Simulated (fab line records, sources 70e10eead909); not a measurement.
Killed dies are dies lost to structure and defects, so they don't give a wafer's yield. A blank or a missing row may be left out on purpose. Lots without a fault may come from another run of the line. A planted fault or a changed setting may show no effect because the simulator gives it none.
fab line records | flow nand_harc
record lots=13 wafers=39 last_day=24
route steps=1159 shown P_ZERO_WELL@59 P_STI@90 P_GATE@119 END@1159
lots that met no fault: from a run of the same line without faults
start_h: hours from the record's first day to the start of the lot's first wafer shown | wait_h: hours since the lot's step before | " the same as in the row above | L1.1+2: a row that stands for several wafers | - no value, or no start given | * or withheld: withheld | < > ~ a bound
route shown NAME@n: a module of which the file shows steps, and the number in the route of the first | usual: mean/standard deviation of fault-free wafers | same: alike in all rows | chamber/n: place in a boat | sites: the reading at each site | _std_site: their standard deviation | _edge_site: outer sites' mean less inner sites' | radius_mm: how far each site lies from the wafer's centre | mask NAME#n: copy n | behind: the tool/chamber that last shaped the wafer | hold: why the lot was held/for how many hours/how that ended | device: the transistor (n, p or np) that didn't switch | end of line: the same wafers' tests at the end of the route | a step without rows: its recipe alone | killed: dies lost to structure and defects at the first sort, not the wafer's yield | map: a wafer's dies, x killed, . not, _ none there
set.NAME: the setting as run; set.NAME@STEP: as run at that earlier step | model.NAME: the simulator's own value behind a step, which no gauge read
steps of the route over a sample of lots; a table a step, a row a wafer
services: from which hour (start_h, from the record's first day; less than 0 if before it) a tool's chamber was out of use, for how many hours, and why
## steps
# step NHARC_P_ZERO_WELL_CD_MEAS_52
# recipe target_cd_nm=2000 landing_energy_ev=500
# usual cd_nm=2000.3/1.2
# columns lot.wafer tool chamber start_h wait_h cd_nm
L555.3 cd_sem-01 0 17.82 - 2000.2
L555.5 " 0 " " 1999.1
L555.6 " 0 " " 1999.3
L556.2 cd_sem-01 0 23.83 - 1999.1
L556.3 " 0 " " 1998.2
L556.5 " 0 " " 1999.9
L557.2 cd_sem-01 0 29.76 - 2001.4
L557.5 " 0 " " 2000.8
L557.6 " 0 " " 1999.0
L558.2 cd_sem-01 0 35.51 - 2002.8
L558.3 " 0 " " 2002.1
L558.5 " 0 " " 2000.0
L568.1 cd_sem-03 0 96.14 - 1999.4
L568.3 " 0 " " 1999.9
L568.5 " 0 " " 2000.0
L569.1 cd_sem-02 0 101.68 - 2000.5
L569.2 " 0 " " 1999.1
L569.4 " 0 " " 1999.1
L570.2 cd_sem-01 0 107.84 - 2000.0
L570.4 " 0 " " 2000.7
L570.5 " 0 " " 2000.0
L571.1 cd_sem-03 0 113.75 - 2001.3
L571.4 " 0 " " 2000.5
L571.6 " 0 " " 2001.7
L572.1 cd_sem-02 0 119.67 - 1999.9
L572.2 " 0 " " 1998.8
L572.3 " 0 " " 1997.4
L573.1 cd_sem-03 0 125.94 - 2002.4
L573.3 " 0 " " 2001.2
L573.4 " 0 " " 2002.5
L574.1 cd_sem-01 0 131.62 - 2001.3
L574.4 " 0 " " 1999.8
L574.5 " 0 " " 1999.7
L575.2 cd_sem-02 0 137.77 - 2001.0
L575.4 " 0 " " 2000.6
L575.6 " 0 " " 2002.1
L576.2 cd_sem-02 0 143.93 - 1999.6
L576.5 " 0 " " 1997.8
L576.6 " 0 " " 1999.4
# step NHARC_P_ZERO_WELL_INSPECT_43
# usual raw_defect_count=13/5.9
# columns lot.wafer tool chamber start_h wait_h raw_defect_count
L555.3 defect_inspect-01 - 19.68 0.4 11
L555.5 " - " " 9
L555.6 " - " " 12
L556.2 defect_inspect-01 - 25.65 0.5 8
L556.3 " - " " 10
L556.5 " - " " 20
L557.2 defect_inspect-01 - 31.57 0.5 10
L557.5 " - " " 9
L557.6 " - " " 16
L558.2 defect_inspect-01 - 37.33 0.5 14
L558.3 " - " " 8
L558.5 " - " " 9
L568.1 defect_inspect-02 - 97.95 0.6 6
L568.3 " - " " 9
L568.5 " - " " 6
L569.1 defect_inspect-02 - 103.57 0.6 10
L569.2 " - " " 12
L569.4 " - " " 7
L570.2 defect_inspect-02 - 109.68 0.5 10
L570.4 " - " " 10
L570.5 " - " " 12
L571.1 defect_inspect-01 - 115.56 0.6 11
L571.4 " - " " 22
L571.6 " - " " 28
L572.1 defect_inspect-01 - 121.51 0.6 15
L572.2 " - " " 22
L572.3 " - " " 18
L573.1 defect_inspect-01 - 127.77 0.6 10
L573.3 " - " " 14
L573.4 " - " " 8
L574.1 defect_inspect-02 - 133.45 0.6 7
L574.4 " - " " 12
L574.5 " - " " 10
L575.2 defect_inspect-02 - 139.62 0.5 19
L575.4 " - " " 11
L575.6 " - " " 23
L576.2 defect_inspect-01 - 145.87 0.5 20
L576.5 " - " " 16
L576.6 " - " " 14
# step NHARC_P_STI_ETCH_15
# recipe target_depth_a=3000 taper_deg=4 time_s=100.1 hbr_flow_sccm=150 cl2_flow_sccm=50 rf_w=400 icp_w=400 bias_w=100 chemistry=HBr/Cl2
# usual drypump_motor_current_A=5.7/0.49 mfc_cl2_sccm=50.01/0.15 oes_product_au=1.001/0.0085 throttle_valve_pct=26.407/0.0096
# columns lot.wafer tool chamber start_h wait_h drypump_motor_current_A mfc_cl2_sccm oes_product_au rf_hours_counter_h throttle_valve_pct
L555.3 rie_si-03 1 32.98 - 5.2 50.15 0.990 0.4 26.395
L555.6 " 3 " " 5.1 50.22 1.004 - 26.410
L555.5 " 0 " " 5.2 49.91 1.009 - 26.404
L557.2 rie_si-04 3 44.67 - 5.5 50.25 0.989 0.8 26.431
L557.5 " 0 " " 5.0 50.10 1.003 - 26.411
L557.6 " 1 " " 5.8 49.93 0.994 - 26.405
L556.3 rie_si-03 0 44.74 - 5.2 49.76 0.998 0.4 26.421
L556.2 " 1 " " 5.2 50.23 0.990 0.5 26.416
L556.5 " 1 " " 5.2 50.26 0.992 - 26.413
L558.3 rie_si-04 2 54.02 - 6.3 50.03 0.993 0.7 26.395
L558.2 " 3 " " 5.5 49.64 1.002 0.8 26.417
L558.5 " 1 " " 5.8 49.90 0.994 - 26.402
L568.1 rie_si-03 2 111.33 - 6.6 49.94 1.012 0.9 26.397
L568.3 " 0 " " 5.1 50.13 0.996 0.9 26.416
L568.5 " 2 " " 6.6 49.99 1.008 - 26.414
L569.4 rie_si-04 1 119.45 - 5.8 50.31 1.008 0.1 26.407
L569.1 " 2 " " 6.3 49.72 1.009 0.1 26.401
L569.2 " 0 " " 5.0 49.82 1.005 0.1 26.399
L570.4 rie_si-05 2 127.57 - 6.0 50.12 1.001 0.4 26.406
L570.2 " 0 " " 5.9 49.90 0.996 0.4 26.400
L570.5 " 2 " " 6.0 49.97 1.004 - 26.404
L571.1 rie_si-04 0 131.43 - 5.0 49.99 1.010 0.2 26.414
L571.4 " 2 " " 6.3 49.95 1.006 0.2 26.413
L571.6 " 0 " " 5.0 49.97 1.004 - 26.399
L572.2 rie_si-03 1 138.02 - 5.2 49.88 0.983 1.2 26.395
L572.3 " 2 " " 6.6 49.85 0.997 1.1 26.396
L572.1 " 0 " " 5.2 49.80 0.991 1.0 26.414
L573.3 rie_si-04 1 143.75 - 5.8 50.06 1.005 0.3 26.400
L573.4 " 2 " " 6.2 50.20 1.016 0.3 26.406
L573.1 " 0 " " 5.0 50.17 1.015 0.3 26.404
L574.1 rie_si-04 3 150.16 - 5.6 49.98 1.002 0.3 26.405
L574.4 " 1 " " 5.8 50.06 0.998 0.4 26.399
L574.5 " 3 " " 5.6 50.00 1.010 - 26.406
L575.2 rie_si-05 2 156.18 - 6.0 50.22 0.995 0.6 26.411
L575.4 " 1 " " 6.1 49.96 0.992 0.5 26.407
L575.6 " 3 " " 6.2 49.88 1.001 - 26.395
L576.2 rie_si-05 1 162.95 - 6.1 50.10 0.996 0.6 26.406
L576.6 " 3 " " 6.2 49.95 1.002 - 26.403
L576.5 " 0 " " 5.9 49.95 0.992 - 26.419
# step NHARC_P_GATE_EXPOSE_08
# recipe na=0.6 dose_mj=16.75 mask_id=P_HV
# columns lot.wafer tool chamber start_h wait_h mask
L555.3+5+6 krf_scanner-04 0 67.61 - P_HV#0
L556.2+3+5 krf_scanner-04 0 80.07 - P_HV#0
L557.2+5+6 krf_scanner-02 0 80.23 - P_HV#0
L558.2+3+5 krf_scanner-04 0 88.87 - P_NSD#0
L569.1+2+4 krf_scanner-04 0 152.61 - P_HV#0
L568.1+3+5 krf_scanner-02 0 152.93 - P_HV#0
L571.1+4+6 krf_scanner-01 0 166.64 - P_HV#0
L570.2+4+5 krf_scanner-04 0 166.81 - P_HV#0
L572.1+2+3 krf_scanner-04 0 178.62 - P_HV#0
L573.1+3+4 krf_scanner-04 0 182.81 - P_HV#0
L574.1+4+5 krf_scanner-02 0 182.97 - P_HV#0
L575.2+4+6 krf_scanner-04 0 194.92 - P_HV#0
L576.2+5+6 krf_scanner-02 0 198.06 - P_HV#0
# step NHARC_P_GATE_CD_MEAS_11
# recipe target_cd_nm=1640 landing_energy_ev=500
# usual cd_nm=1640.1/1.3
# columns lot.wafer tool chamber start_h wait_h cd_nm
L555.3 cd_sem-02 0 67.76 - 1639.7
L555.5 " 0 " " 1639.8
L555.6 " 0 " " 1639.2
L556.2 cd_sem-03 0 80.22 - 1639.3
L556.3 " 0 " " 1638.6
L556.5 " 0 " " 1639.5
L557.2 cd_sem-01 0 80.38 - 1639.1
L557.5 " 0 " " 1640.5
L557.6 " 0 " " 1638.8
L558.2 cd_sem-01 0 89.03 - -
L558.3 " 0 " " -
L558.5 " 0 " " -
L569.1 cd_sem-01 0 152.77 - 1640.5
L569.2 " 0 " " 1642.2
L569.4 " 0 " " 1638.8
L568.1 cd_sem-02 0 153.10 - 1642.1
L568.3 " 0 " " 1640.2
L568.5 " 0 " " 1640.9
L571.1 cd_sem-01 0 166.80 - 1639.9
L571.4 " 0 " " 1640.5
L571.6 " 0 " " 1642.6
L570.2 cd_sem-02 0 166.96 - 1639.6
L570.4 " 0 " " 1638.6
L570.5 " 0 " " 1640.3
L572.1 cd_sem-01 0 178.78 - 1640.5
L572.2 " 0 " " 1639.3
L572.3 " 0 " " 1639.6
L573.1 cd_sem-01 0 182.97 - 1640.3
L573.3 " 0 " " 1640.4
L573.4 " 0 " " 1639.3
L574.1 cd_sem-02 0 183.13 - 1639.8
L574.4 " 0 " " 1639.8
L574.5 " 0 " " 1638.3
L575.2 cd_sem-03 0 195.08 - 1642.1
L575.4 " 0 " " 1638.2
L575.6 " 0 " " 1639.1
L576.2 cd_sem-02 0 198.22 - 1640.1
L576.5 " 0 " " 1639.2
L576.6 " 0 " " 1639.1
# step NHARC_END_SORT_01
# recipe temp_c=25
# usual killed_at_array=28/8.9 killed_at_other=0.8/1.2 killed_at_periphery=3.3/2.3 killed_dies=32/9.4 killed_open=3.2/1.8 killed_short=1.9/1.4
# same gross_dies=677
# columns lot.wafer tool chamber start_h wait_h hold killed_at_array killed_at_other killed_at_periphery killed_dies killed_open killed_short
L556.2 prober-02 0 449.58 2.8 - 11 0 3 14 4 3
L556.3 prober-02 0 450.40 3.1 - 10 0 1 11 1 2
L556.5 prober-02 0 452.04 3.8 - 16 0 1 17 1 5
L555.3 prober-01 0 450.35 3.1 - 19 1 1 21 3 0
L555.5 prober-01 0 451.94 3.7 - 19 0 5 24 3 0
L555.6 prober-01 0 452.74 4.0 - 19 0 5 24 4 1
L558.2 prober-01 0 457.36 2.8 await_dispo/5.6h/scrap 32 1 644 677 9 1
L558.3 prober-01 0 458.15 3.1 await_dispo/5.6h/scrap 30 1 646 677 5 4
L558.5 prober-01 0 459.71 3.6 await_dispo/5.6h/scrap 30 0 647 677 1 0
L557.2 prober-02 0 457.44 2.8 - 17 1 6 24 8 5
L557.5 prober-02 0 459.83 3.7 - 14 0 2 16 3 1
L557.6 prober-02 0 460.63 4.0 - 14 0 2 16 1 1
L568.1 prober-02 0 518.27 2.5 - 32 1 2 35 6 2
L568.3 prober-02 0 519.85 3.1 - 26 3 1 30 3 2
L568.5 prober-02 0 521.44 3.7 - 35 1 1 37 2 3
L570.2 prober-02 0 546.08 2.8 - 37 0 8 45 7 2
L570.4 prober-02 0 547.68 3.4 - 21 0 1 22 0 0
L570.5 prober-02 0 548.48 3.7 - 45 0 2 47 3 1
L574.1 prober-01 0 551.93 2.5 - 30 0 5 35 4 2
L574.4 prober-01 0 554.33 3.4 - 15 1 5 21 3 2
L574.5 prober-01 0 555.12 3.7 - 14 0 0 14 2 2
L573.1 prober-01 0 559.67 2.5 - 37 1 2 40 4 4
L573.3 prober-01 0 561.26 3.1 - 32 0 1 33 2 1
L573.4 prober-01 0 562.06 3.4 - 43 1 2 46 3 5
L576.2 prober-02 0 565.58 2.8 - 36 0 8 44 2 1
L576.5 prober-02 0 567.96 3.7 - 37 1 6 44 7 4
L576.6 prober-02 0 568.76 4.0 - 36 0 4 40 1 1
# killed by level:class
L556.2 P_CONTACT:geometric_particle:open=2 A_CHANNEL_HOLE_D1:chamber_film_flake=2 A_SLIT:unspecified=2 P_M0:geometric_particle:short=1 A_WL_FILL:geometric_particle:short=1 A_CONTACT:geometric_particle:open=1 A_BLC:geometric_particle:open=1 A_M0:geometric_particle:short=1
L555.3 A_SLIT:chamber_film_flake=10 A_CHANNEL_FILL_D1:chamber_film_flake=2 A_CHANNEL_HOLE_D1:geometric_particle:open=1 A_CHANNEL_FILL_D1:geometric_particle:open=1 A_BLC:geometric_particle:open=1 P_STI:chamber_film_flake=1 A_CHANNEL_HOLE_D1:chamber_film_flake=1 A_WL_FILL:chamber_film_flake=1
L556.3 A_CHANNEL_HOLE_D1:chamber_film_flake=3 A_SLIT:chamber_film_flake=2 A_ONON_D1:geometric_particle:short=1 A_WL_FILL:geometric_particle:short=1 A_CONTACT:geometric_particle:open=1 P_ZERO_WELL:chamber_film_flake=1 A_STAIRCASE:chamber_film_flake=1 A_SLIT:unspecified=1
L555.5 A_SLIT:chamber_film_flake=13 A_CHANNEL_FILL_D1:chamber_film_flake=3 A_WL_FILL:chamber_film_flake=3 P_CONTACT:geometric_particle:open=2 P_M1:geometric_particle:open=1 P_STI:chamber_film_flake=1 P_M1:chamber_film_flake=1
L556.5 A_STAIRCASE:chamber_film_flake=4 A_WL_FILL:geometric_particle:short=3 A_CHANNEL_FILL_D1:chamber_film_flake=3 P_CONTACT:geometric_particle:short=1 A_ONON_D1:geometric_particle:open=1 A_SLIT:geometric_particle:short=1 A_CHANNEL_HOLE_D1:chamber_film_flake=1 A_SLIT:unspecified=1
L555.6 A_SLIT:chamber_film_flake=10 P_M1:chamber_film_flake=2 A_CONTACT:chamber_film_flake=2 P_M0:geometric_particle:open=1 A_CHANNEL_FILL_D1:geometric_particle:open=1 A_CONTACT:geometric_particle:open=1 A_CONTACT:geometric_particle:short=1 A_M0:geometric_particle:open=1
L558.2 P_GATE:area_expose=642 A_CHANNEL_HOLE_D1:chamber_film_flake=12 A_CONTACT:chamber_film_flake=5 A_CHANNEL_FILL_D1:geometric_particle:open=3 A_SLIT:chamber_film_flake=3 A_BLC:geometric_particle:open=2 A_STAIRCASE:chamber_film_flake=2 P_M0:geometric_particle:open=1
L557.2 A_STAIRCASE:chamber_film_flake=3 A_CONTACT:geometric_particle:open=2 A_BLC:geometric_particle:short=2 A_CHANNEL_HOLE_D1:chamber_film_flake=2 P_CONTACT:geometric_particle:open=1 P_M0:geometric_particle:open=1 P_M0:geometric_particle:short=1 A_CHANNEL_FILL_D1:geometric_particle:short=1
L558.3 P_GATE:area_expose=642 A_CHANNEL_HOLE_D1:chamber_film_flake=11 A_SLIT:chamber_film_flake=9 A_CONTACT:chamber_film_flake=3 P_GATE:geometric_particle:short=1 P_CONTACT:geometric_particle:open=1 P_M0:geometric_particle:open=1 A_ONON_D1:geometric_particle:open=1
L558.5 P_GATE:area_expose=647 A_CHANNEL_HOLE_D1:chamber_film_flake=16 A_SLIT:chamber_film_flake=10 A_CONTACT:chamber_film_flake=2 A_WL_FILL:geometric_particle:open=1 A_WL_FILL:chamber_film_flake=1
L557.5 A_STAIRCASE:chamber_film_flake=3 A_CONTACT:chamber_film_flake=3 P_GATE:chamber_film_flake=2 A_BONDPAD:chamber_film_flake=2 A_SOURCE_PLATE:geometric_particle:open=1 A_SGD_CUT:geometric_particle:short=1 A_CONTACT:geometric_particle:open=1 A_BLC:geometric_particle:open=1
L557.6 A_CONTACT:chamber_film_flake=5 A_BONDPAD:chamber_film_flake=3 A_CHANNEL_HOLE_D1:chamber_film_flake=2 A_STAIRCASE:chamber_film_flake=2 P_CONTACT:geometric_particle:open=1 A_WL_FILL:geometric_particle:short=1 P_GATE:chamber_film_flake=1 A_SLIT:chamber_film_flake=1
L568.1 A_CHANNEL_HOLE_D1:chamber_film_flake=18 A_CONTACT:chamber_film_flake=4 A_CONTACT:geometric_particle:open=2 A_STAIRCASE:chamber_film_flake=2 P_M0:geometric_particle:open=1 A_ONON_D1:geometric_particle:short=1 A_CHANNEL_FILL_D1:geometric_particle:short=1 A_STAIRCASE:geometric_particle:open=1
L568.3 A_CHANNEL_HOLE_D1:chamber_film_flake=13 A_CONTACT:chamber_film_flake=4 A_STAIRCASE:chamber_film_flake=3 THIN_TSV:chamber_film_flake=3 A_WL_FILL:chamber_film_flake=2 P_M0:geometric_particle:short=1 A_SOURCE_PLATE:geometric_particle:short=1 A_WL_FILL:geometric_particle:open=1
L568.5 A_CHANNEL_HOLE_D1:chamber_film_flake=18 A_CONTACT:chamber_film_flake=6 A_STAIRCASE:chamber_film_flake=5 A_CHANNEL_FILL_D1:geometric_particle:short=2 A_ONON_D1:geometric_particle:short=1 A_CHANNEL_FILL_D1:geometric_particle:open=1 A_M0:geometric_particle:open=1 P_ZERO_WELL:chamber_film_flake=1
L570.2 A_SLIT:chamber_film_flake=16 A_STAIRCASE:chamber_film_flake=6 A_CONTACT:chamber_film_flake=6 P_M1:chamber_film_flake=3 P_CONTACT:geometric_particle:open=2 A_CONTACT:geometric_particle:open=2 P_ZERO_WELL:chamber_film_flake=2 A_SOURCE_PLATE:geometric_particle:short=1
L570.4 A_SLIT:chamber_film_flake=11 A_CONTACT:chamber_film_flake=6 A_CHANNEL_HOLE_D1:chamber_film_flake=2 P_ZERO_WELL:chamber_film_flake=1 A_CHANNEL_FILL_D1:chamber_film_flake=1 A_STAIRCASE:chamber_film_flake=1
L570.5 A_SLIT:chamber_film_flake=22 A_CHANNEL_HOLE_D1:chamber_film_flake=7 A_CONTACT:chamber_film_flake=6 A_STAIRCASE:chamber_film_flake=5 A_SOURCE_PLATE:geometric_particle:open=1 A_SOURCE_PLATE:geometric_particle:short=1 A_WL_FILL:geometric_particle:open=1 A_M0:geometric_particle:open=1
L574.1 A_CHANNEL_HOLE_D1:chamber_film_flake=10 A_CONTACT:chamber_film_flake=10 A_STAIRCASE:chamber_film_flake=5 A_WL_FILL:geometric_particle:short=2 P_GATE:chamber_film_flake=2 P_M1:chamber_film_flake=2 P_CONTACT:geometric_particle:open=1 A_ONON_D1:geometric_particle:open=1
L574.4 A_CHANNEL_HOLE_D1:chamber_film_flake=6 A_CONTACT:chamber_film_flake=4 P_STI:chamber_film_flake=2 A_STAIRCASE:chamber_film_flake=2 P_CONTACT:geometric_particle:short=1 P_M0:geometric_particle:open=1 A_SOURCE_PLATE:geometric_particle:open=1 A_CONTACT:geometric_particle:open=1
L574.5 A_CHANNEL_HOLE_D1:chamber_film_flake=4 A_STAIRCASE:chamber_film_flake=3 A_CONTACT:chamber_film_flake=3 A_SOURCE_PLATE:geometric_particle:short=1 A_CHANNEL_FILL_D1:geometric_particle:short=1 A_SGD_CUT:geometric_particle:open=1 A_CONTACT:geometric_particle:open=1
L573.1 A_CHANNEL_HOLE_D1:chamber_film_flake=8 A_SLIT:chamber_film_flake=8 A_STAIRCASE:chamber_film_flake=7 A_CONTACT:chamber_film_flake=3 A_M0:chamber_film_flake=3 A_SOURCE_PLATE:geometric_particle:short=2 A_SOURCE_PLATE:geometric_particle:open=1 A_SGD_CUT:geometric_particle:short=1
L573.3 A_SLIT:chamber_film_flake=19 A_CHANNEL_HOLE_D1:chamber_film_flake=5 A_STAIRCASE:chamber_film_flake=3 A_CONTACT:chamber_film_flake=2 P_CONTACT:geometric_particle:open=1 A_WL_FILL:geometric_particle:open=1 A_M0:geometric_particle:short=1 A_M0:chamber_film_flake=1
L573.4 A_SLIT:chamber_film_flake=17 A_CHANNEL_HOLE_D1:chamber_film_flake=11 A_STAIRCASE:chamber_film_flake=3 A_CONTACT:chamber_film_flake=3 A_SOURCE_PLATE:geometric_particle:short=2 A_M0:chamber_film_flake=2 P_CONTACT:geometric_particle:short=1 A_SOURCE_PLATE:geometric_particle:open=1
L576.2 A_CHANNEL_HOLE_D1:chamber_film_flake=20 A_STAIRCASE:chamber_film_flake=9 P_ZERO_WELL:chamber_film_flake=4 A_CONTACT:chamber_film_flake=4 A_CONTACT:geometric_particle:open=2 P_GATE:chamber_film_flake=2 P_ZERO_WELL:geometric_particle:short=1 P_STI:chamber_film_flake=1
L576.5 A_CHANNEL_HOLE_D1:chamber_film_flake=19 A_STAIRCASE:chamber_film_flake=8 P_CONTACT:geometric_particle:open=2 A_WL_FILL:geometric_particle:short=2 A_CONTACT:geometric_particle:open=2 P_ZERO_WELL:chamber_film_flake=2 P_STI:geometric_particle:open=1 A_ONON_D1:geometric_particle:short=1
L576.6 A_CHANNEL_HOLE_D1:chamber_film_flake=24 A_CONTACT:chamber_film_flake=5 A_STAIRCASE:chamber_film_flake=3 P_ZERO_WELL:chamber_film_flake=2 A_WL_FILL:chamber_film_flake=2 P_CONTACT:geometric_particle:open=1 A_WL_FILL:geometric_particle:short=1 P_M2:chamber_film_flake=1
## services
# columns tool chamber start_h hours kind
krf_scanner-01 - 26.14 6.2 repair
krf_scanner-04 - 29.03 3.6 repair
krf_scanner-02 - 38.02 4.0 pm
rie_si-05 - 44.42 0.9 repair
rie_si-05 2 60.08 5.8 repair
rie_si-05 - 62.00 9.0 pm
krf_scanner-04 - 63.52 0.7 repair
rie_si-04 2 65.25 3.7 repair
krf_scanner-01 - 84.00 4.0 pm
krf_scanner-04 0 84.12 - calibration
rie_si-03 0 93.95 7.4 repair
rie_si-04 - 99.00 9.0 pm
rie_si-04 0 99.00 9.0 vent_cycle
rie_si-04 1 99.00 9.0 vent_cycle
rie_si-04 2 99.00 9.0 vent_cycle
rie_si-04 3 99.00 9.0 vent_cycle
krf_scanner-01 - 107.98 0.2 repair
krf_scanner-01 - 108.38 0.6 repair
rie_si-04 0 124.79 2.0 repair
krf_scanner-04 - 126.00 4.0 pm
krf_scanner-01 - 146.37 0.3 repair
rie_si-03 - 155.00 9.0 pm
rie_si-05 0 181.13 3.3 repair
krf_scanner-01 - 181.26 9.5 repair
## key
first_sign step=NHARC_P_GATE_EXPOSE_08 reading=mask direction=changed
effect step=NHARC_P_GATE_CD_MEAS_11 reading=cd_nm direction=missing
effect step=NHARC_END_SORT_01 reading=killed_at_periphery direction=up sigmas=99+ usual=3.3 struck=645.7
more_kills_born_at NHARC_P_GATE_EXPOSE_08@krf_scanner-04=1931
met_at NHARC_P_GATE_EXPOSE_08
struck_lots L558
later_rows_left_out L558.2,L558.3,L558.5
tester_left_out L558
not_acting_at NHARC_P_ZERO_WELL_CD_MEAS_52,NHARC_P_ZERO_WELL_INSPECT_43,NHARC_P_STI_ETCH_15
onset_between 80.07 88.87
fault kind=wrong_mask tool=any chamber=- onset_h=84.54 steps=NHARC_P_GATE_EXPOSE_08 aux_copy=P_NSD#0 scope=struck_lots_only
# tester_left_out: of these lots the tester's yield and bins aren't shown, on N5 and GAA mostly nor the transistor test; their killed dies are dies lost to structure and defects alone, not to doping, threshold or leakage, so they don't give the yield
# later_rows_left_out: the simulator's readings of these wafers behind a module that went badly wrong aren't trusted and aren't shown, but for the sort
